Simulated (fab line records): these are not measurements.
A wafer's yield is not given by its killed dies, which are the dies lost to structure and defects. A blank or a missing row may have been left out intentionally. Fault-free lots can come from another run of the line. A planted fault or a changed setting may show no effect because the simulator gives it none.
Matching of chambers | flow nandHarc | 4 sister chambers for NHARC_P_CONTACT_CMP_24 on cmp-04
The step polishes, t overpolish 30 s, target thk 200 nm. 4 wafers are shown with their chamber, then 11 later ones without.

## WAFERS WITH THEIR CHAMBER
wafer  | chamber | motorCurrentA (A)
L085.6 | 1       | 13.2
L089.1 | 0       | 11.1
L089.3 | 3       | 13.5
L090.3 | 2       | 11.4

## WAFERS WITHOUT THEIR CHAMBER
wafer  | motorCurrentA (A)
L090.5 | 11.1
L090.6 | 12.4
L092.3 | 13.1
L092.4 | 12.5
L092.6 | 13.5
L093.1 | 11.0
L093.3 | 12.9
L093.4 | 11.3
L097.1 | 12.6
L097.3 | 12.5
L097.6 | 11.1

## CHAMBER TAKEN BY EACH
wafer  | from the rows above               | in truth
L090.5 | can't be placed: 0 or 2           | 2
L090.6 | can't be placed: 1 or 2 or 3 or 0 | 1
L092.3 | can't be placed: 1 or 3           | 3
L092.4 | can't be placed: 1 or 3 or 2 or 0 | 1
L092.6 | can't be placed: 3 or 1           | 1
L093.1 | can't be placed: 0 or 2           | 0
L093.3 | can't be placed: 1 or 3           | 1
L093.4 | can't be placed: 2 or 0           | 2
L097.1 | can't be placed: 1 or 3 or 2      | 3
L097.3 | can't be placed: 1 or 3 or 2 or 0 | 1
L097.6 | can't be placed: 0 or 2           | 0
Correct placement for 0 of the 11. Unplaceable from these rows: 11, with the true chamber sitting among the candidates in 11. Placed wrongly: 0.
How it was worked out, from the rows above alone: a wafer's distance from a chamber is the root of the sum, over the readings, of the square of ((its reading less the chamber's mean) divided by the reading's scatter). If the next closest chamber is less than 2 further off than the closest, the wafer can't be placed; otherwise it belongs to the closest. Each chamber's mean is taken over the wafers shown for it. The scatter: with one shown wafer a chamber, the root of the mean of the squares of how far each hidden wafer lies from its nearest shown one.
